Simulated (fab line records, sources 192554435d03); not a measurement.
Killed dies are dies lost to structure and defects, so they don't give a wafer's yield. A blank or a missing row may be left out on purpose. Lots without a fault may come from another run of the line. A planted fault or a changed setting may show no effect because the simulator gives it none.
Which tool did it? | flow n5_finfet | 9 lots, 26 wafers sampled, at 5 steps of a route of 1938

WHAT THE GAUGES READ, wafer by wafer
N5_BEOL_M4_RC_MEAS_101. Usual: DIBL_N 36.2 mV/V, standard deviation 1.2; DIBL_P 36.3 mV/V, standard deviation 1.3; IOFF_N 0.155 nA/um, standard deviation 0.019; IOFF_P 0.210 nA/um, standard deviation 0.029; ION_N 677 uA/um, standard deviation 8.6; ION_P 465 uA/um, standard deviation 6.8; SS_N 71.4 mV/dec, standard deviation 0.48; SS_P 73.2 mV/dec, standard deviation 0.53; VT_N 249.9 mV, standard deviation 2.4; VT_P -250 mV, standard deviation 3.2.
lot  | measured     | on        | DIBL_N (mV/V)  | DIBL_P (mV/V)  | IOFF_N (nA/um)    | IOFF_P (nA/um)    | ION_N (uA/um) | ION_P (uA/um) | SS_N (mV/dec)  | SS_P (mV/dec)  | VT_N (mV)         | VT_P (mV)      | flag
L667 | day 7 20:34  | prober-02 | 35.9 35.5 35.7 | 36.3 36.4 36.2 | 0.161 0.155 0.155 | 0.233 0.227 0.229 | 680 690 681   | 471 476 472   | 71.5 70.4 70.8 | 73.6 72.9 73.7 | 247.7 246.8 246.7 | -247 -247 -248 |
L671 | day 10 00:17 | prober-02 | 35.7 34.8 33.7 | 36.7 35.9 34.1 | 0.176 0.147 0.128 | 0.239 0.219 0.190 | 682 680 681   | 470 474 467   | 71.8 70.9 70.7 | 72.9 74.0 73.0 | 251.2 250.3 250.1 | -250 -252 -250 |
L673 | day 10 17:23 | prober-02 | 35.4 36.1 35.5 | 35.1 35.5 35.5 | 0.155 0.165 0.158 | 0.235 0.245 0.257 | 679 683 671   | 473 477 474   | 71.8 71.8 71.6 | 73.3 73.4 73.4 | 247.3 248.0 248.7 | -246 -244 -244 |
L674 | day 10 08:52 | prober-01 | 37.3 35.2 35.7 | 38.1 36.1 36.5 | 0.192 0.156 0.164 | 0.255 0.230 0.228 | 688 674 676   | 467 461 467   | 71.8 71.5 71.1 | 74.0 73.6 72.9 | 248.3 248.8 248.3 | -245 -245 -249 |
L675 | day 11 05:05 | prober-01 | 34.4 36.1 37.6 | 33.4 36.1 37.4 | 0.117 0.154 0.181 | 0.192 0.227 0.253 | 669 680 684   | 470 474 470   | 70.6 71.4 71.6 | 72.5 73.4 74.0 | 253.2 250.9 246.6 | -245 -247 -247 |
L677 | day 11 21:41 | prober-01 | 35.9 34.9 37.9 | 36.1 34.8 38.3 | 0.138 0.127 0.181 | 0.197 0.173 0.234 | 662 664 681   | 462 461 466   | 71.7 71.5 72.2 | 73.6 72.1 73.4 | 251.8 252.5 248.7 | -250 -252 -250 |
L680 | day 12 01:48 | prober-01 | 36.3 36.7      | 37.1 37.1      | 0.175 0.172       | 0.266 0.257       | 696 686       | 479 478       | 71.9 71.8      | 73.7 73.1      | 247.8 245.8       | -247 -246      |
L686 | day 13 20:10 | prober-02 | 37.6 37.3 37.2 | 36.5 37.1 36.3 | 0.155 0.156 0.147 | 0.207 0.218 0.203 | 665 680 671   | 457 465 467   | 71.7 71.6 71.3 | 72.6 72.3 73.1 | 250.2 250.3 250.7 | -250 -249 -249 |
L687 | day 14 17:31 | prober-02 | 36.7 36.6 37.7 | 36.1 35.9 38.0 | 0.170 0.166 0.184 | 0.206 0.199 0.240 | 676 676 690   | 466 461 471   | 71.5 70.6 72.1 | 73.0 73.5 73.9 | 247.0 250.3 245.6 | -251 -252 -249 |

WHICH TOOL RAN EACH LOT (tool, then ch and the chambers of the sampled wafers, then the start)
lot  | N5_MOL_CONTACT_COAG_ETCHBACK_136   | N5_MOL_CONTACT_COAG_VIA_ETCH_117   | N5_MOL_CONTACT_COAG_CVD_140   | N5_BEOL_M0_SAQP_PECVD_96
L667 | rie_diel-04 ch 2,3, day 5 14:58    | rie_diel-04 ch 2,3, day 5 15:01    | cvd_w-01 ch 0, day 5 15:29    | pecvd-03 ch 0,1, day 5 21:05
L671 | rie_diel-02 ch 0,2,3, day 7 00:28  | rie_diel-02 ch 0,2,3, day 7 00:29  | cvd_w-02 ch 1, day 7 00:59    | pecvd-03 ch 0,1,2, day 7 05:19
L673 | rie_diel-02 ch 2,3, day 7 02:19    | rie_diel-02 ch 2,3, day 7 02:22    | cvd_w-02 ch 0,1, day 7 02:50  | pecvd-03 ch 0,1,2, day 7 11:03
L674 | rie_diel-04 ch 0,1, day 7 09:31    | rie_diel-04 ch 0,1, day 7 09:34    | cvd_w-02 ch 0,1, day 7 10:02  | pecvd-01 ch 0,2, day 7 15:25
L675 | rie_diel-04 ch 0,1,2, day 7 18:01  | rie_diel-04 ch 0,1,2, day 7 18:03  | cvd_w-02 ch 0,1, day 7 18:32  | pecvd-03 ch 0,1, day 7 23:37
L677 | rie_diel-02 ch 1,2,3, day 8 14:35  | rie_diel-02 ch 1,2,3, day 8 14:37  | cvd_w-01 ch 0,1, day 8 15:10  | pecvd-03 ch 0,1,2, day 8 19:47
L680 | rie_diel-04 ch 1, day 8 22:35      | rie_diel-04 ch 1, day 8 22:37      | cvd_w-01 ch 0,1, day 8 23:11  | pecvd-03 ch 1,2, day 9 04:39
L686 | rie_diel-02 ch 0,1,3, day 10 11:43 | rie_diel-02 ch 0,1,3, day 10 11:44 | cvd_w-01 ch 0,1, day 10 12:14 | pecvd-04 ch 0,1,2, day 10 18:08
L687 | rie_diel-02 ch 0,3, day 10 22:16   | rie_diel-02 ch 0,3, day 10 22:18   | cvd_w-02 ch 0, day 10 23:07   | pecvd-04 ch 0,1,2, day 11 07:58
- N5_MOL_CONTACT_COAG_ETCHBACK_136: etches SiO2 in CHF3, target depth 25 nm, time 16.7 s.
- N5_MOL_CONTACT_COAG_VIA_ETCH_117: etches SiO2 in C4F6/O2, target depth 40 nm, overetch 8 nm, time 26 s.
- N5_MOL_CONTACT_COAG_CVD_140: deposits W, target thk 66.5 nm, time 215 s.
- N5_BEOL_M0_SAQP_PECVD_96: deposits a-Si from SiH4/He, target thk 45 nm, time 45.2 s.

WHAT THE TOOLS THEMSELVES READ (means of the sampled wafers that have a number; where no wafer has one, the mark that the record gives instead)
N5_MOL_CONTACT_COAG_ETCHBACK_136. Usual: drypump_motor_current_A 5.49 A, standard deviation 0.3; oes_product_au 0.81 a.u., standard deviation 0.083; rf_vpp_V 523 V, standard deviation 7.6; showerhead_plenum_p_Torr 2.40 Torr, standard deviation 0.059; throttle_valve_pct 18.73 %, standard deviation 0.17.
lot  | tool        | drypump_motor_current_A (A) | oes_product_au (a.u.) | rf_vpp_V (V) | showerhead_plenum_p_Torr (Torr) | throttle_valve_pct (%) | flag
L667 | rie_diel-04 | 5.48                        | 0.89                  | 517          | 2.43                            | 18.69                  |
L671 | rie_diel-02 | 5.41                        | 0.73                  | 529          | 2.43                            | 18.80                  |
L673 | rie_diel-02 | 5.25                        | 0.75                  | 530          | 2.44                            | 18.67                  |
L674 | rie_diel-04 | 5.64                        | 0.78                  | 519          | 2.34                            | 18.77                  |
L675 | rie_diel-04 | 5.53                        | 0.83                  | 516          | 2.37                            | 18.73                  |
L677 | rie_diel-02 | 5.08                        | 0.76                  | 529          | 2.41                            | 18.77                  |
L680 | rie_diel-04 | 5.39                        | 0.89                  | 512          | 2.33                            | 18.61                  |
L686 | rie_diel-02 | 5.14                        | 0.74                  | 525          | 2.43                            | 18.95                  |
L687 | rie_diel-02 | 5.28                        | 0.70                  | 526          | 2.45                            | 18.88                  |

N5_MOL_CONTACT_COAG_VIA_ETCH_117. Usual: drypump_motor_current_A 5.49 A, standard deviation 0.3; oes_product_au 0.72 a.u., standard deviation 0.067; rf_vpp_V 1584 V, standard deviation 21; showerhead_plenum_p_Torr 2.87 Torr, standard deviation 0.07; throttle_valve_pct 41.02 %, standard deviation 0.14.
lot  | tool        | drypump_motor_current_A (A) | oes_product_au (a.u.) | rf_vpp_V (V) | showerhead_plenum_p_Torr (Torr) | throttle_valve_pct (%) | flag
L667 | rie_diel-04 | 5.50                        | 0.78                  | 1566         | 2.89                            | 41.02                  |
L671 | rie_diel-02 | 5.44                        | 0.65                  | 1600         | 2.90                            | 41.00                  |
L673 | rie_diel-02 | 5.23                        | 0.68                  | 1604         | 2.91                            | 40.86                  |
L674 | rie_diel-04 | 5.63                        | 0.70                  | 1570         | 2.79                            | 41.01                  |
L675 | rie_diel-04 | 5.51                        | 0.73                  | 1564         | 2.82                            | 41.03                  |
L677 | rie_diel-02 | 5.08                        | 0.69                  | 1601         | 2.88                            | 41.02                  |
L680 | rie_diel-04 | 5.46                        | 0.79                  | 1559         | 2.78                            | 41.11                  |
L686 | rie_diel-02 | 5.16                        | 0.66                  | 1591         | 2.90                            | 41.10                  |
L687 | rie_diel-02 | 5.29                        | 0.65                  | 1593         | 2.93                            | 40.94                  |

N5_MOL_CONTACT_COAG_CVD_140. Usual: heater_power_w 503 W, standard deviation 49.
lot  | tool     | heater_power_w (W) | flag
L667 | cvd_w-01 | 560                |
L671 | cvd_w-02 | 468                |
L673 | cvd_w-02 | 458                |
L674 | cvd_w-02 | 459                |
L675 | cvd_w-02 | 453                |
L677 | cvd_w-01 | 541                |
L680 | cvd_w-01 | 536                |
L686 | cvd_w-01 | 549                |
L687 | cvd_w-02 | 449                |

N5_BEOL_M0_SAQP_PECVD_96. Usual: heater_power_w 631 W, standard deviation 94; run_length_s 81.3 s, standard deviation 0.55; showerhead_plenum_p_Torr 5.67 Torr, standard deviation 0.031; throttle_valve_pct 18.4 %, standard deviation 0.93.
lot  | tool     | heater_power_w (W) | run_length_s (s) | showerhead_plenum_p_Torr (Torr) | throttle_valve_pct (%) | flag
L667 | pecvd-03 | 577                | 80.9             | 5.65                            | 19.9                   |
L671 | pecvd-03 | 681                | 81.1             | 5.66                            | 18.8                   |
L673 | pecvd-03 | 652                | 81.3             | 5.66                            | 19.0                   |
L674 | pecvd-01 | 562                | 81.4             | 5.64                            | 17.6                   |
L675 | pecvd-03 | 598                | 80.9             | 5.65                            | 19.6                   |
L677 | pecvd-03 | 660                | 80.9             | 5.66                            | 18.9                   |
L680 | pecvd-03 | 732                | 84.5             | 5.67                            | 18.4                   | OFF
L686 | pecvd-04 | 659                | 81.4             | 5.69                            | 18.2                   |
L687 | pecvd-04 | 625                | 81.5             | 5.69                            | 18.1                   |

THE ANSWER, worked out from the rows above alone
Rule: a lot is off if the mean of its wafers that have a number lies more than 3 standard deviations from the usual mean. A lot without any number at a reading at which 4 lots or more have one is off too. The other lots that the step has rows for count as sound. The gauges are gone through in route order, then the tools' own readings, and for those a lot's mean is taken as printed above. The first step at which some lot is off is used, and at that step the reading that is off furthest; a lot without a number counts as furthest.
Off: L680, at N5_BEOL_M0_SAQP_PECVD_96 (run_length_s).
A tool fits if, at that step or a process step before it, it ran every lot that is off, and no sound lot after the first of them. Can't be told from this: 2 tools fit, rie_diel-04 at N5_MOL_CONTACT_COAG_ETCHBACK_136 and N5_MOL_CONTACT_COAG_VIA_ETCH_117, pecvd-03 at N5_BEOL_M0_SAQP_PECVD_96.

WHAT THE SIMULATOR HAD PUT IN
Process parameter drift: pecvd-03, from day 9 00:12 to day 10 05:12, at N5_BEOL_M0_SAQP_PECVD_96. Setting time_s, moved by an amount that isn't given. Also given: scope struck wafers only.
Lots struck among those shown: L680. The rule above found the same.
